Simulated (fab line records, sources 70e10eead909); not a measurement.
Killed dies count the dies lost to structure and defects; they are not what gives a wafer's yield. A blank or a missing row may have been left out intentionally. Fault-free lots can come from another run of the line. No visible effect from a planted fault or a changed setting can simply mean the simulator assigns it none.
Chamber matching    flow nandHarc    4 sister chambers for NHARC_A_BONDPAD_STRIP_15 on rieDiel-06
The step strips in O2. 16 wafers are shown with their chamber, then 8 later ones without.

EACH WAFER AND ITS CHAMBER
wafer   chamber  showerheadPlenumPTorr (Torr)  drypumpMotorCurrentA (A)  oesProductAu (a.u.)
L085.1  3        3.58                          6.0                       1.004
L085.2  1        3.62                          5.3                       0.997
L085.3  0        3.57                          5.0                       1.001
L085.4  2        3.78                          5.4                       1.016
L085.5  0        3.57                          5.0                       0.992
L085.6  1        3.62                          5.3                       1.003
L083.1  1        3.62                          5.4                       1.008
L083.2  3        3.58                          6.0                       1.008
L083.3  2        3.78                          5.4                       1.021
L083.4  0        3.57                          5.0                       1.002
L083.5  0        3.57                          5.0                       0.993
L083.6  1        3.62                          5.3                       0.988
L087.1  1        3.62                          5.3                       0.996
L087.2  3        3.58                          5.9                       1.014
L087.3  2        3.77                          5.4                       1.014
L087.4  1        3.62                          5.3                       1.002

SIGNATURES, as means of the wafers listed above
reading                chamber 0  chamber 1  chamber 2  chamber 3  scatter within a chamber
showerheadPlenumPTorr  3.5700     3.6200     3.7767     3.5800     0.00236
drypumpMotorCurrentA   5.000      5.317      5.400      5.967      0.0354
oesProductAu           0.99700    0.99900    1.01700    1.00867    0.00576
Rule: a wafer's distance from a chamber is the root of the sum, over the readings, of the square of ((its reading less the chamber's mean) divided by the reading's scatter). If the next closest chamber is less than 2 further off than the closest, the wafer can't be placed; otherwise it belongs to the closest. The scatter: take each reading less its chamber's mean, square it, sum over the shown wafers, divide by the number of wafers less the number of chambers, and take the root.

WAFERS WHOSE CHAMBER IS MISSING
wafer   showerheadPlenumPTorr (Torr)  drypumpMotorCurrentA (A)  oesProductAu (a.u.)
L087.5  3.77                          5.4                       1.024
L087.6  3.58                          5.9                       1.004
L089.1  3.58                          6.0                       1.007
L089.2  3.62                          5.3                       0.990
L089.3  3.56                          5.0                       1.008
L089.4  3.57                          5.0                       1.006
L089.5  3.62                          5.3                       0.995
L089.6  3.58                          6.0                       1.015

WHICH CHAMBER EACH ONE RAN IN
wafer   from the rows above  in truth
L087.5  2                    2
L087.6  3                    3
L089.1  3                    3
L089.2  1                    1
L089.3  0                    0
L089.4  0                    0
L089.5  1                    1
L089.6  3                    3
8 of 8 placed correctly. Can't be placed from these rows: 0. Wrongly placed: 0.
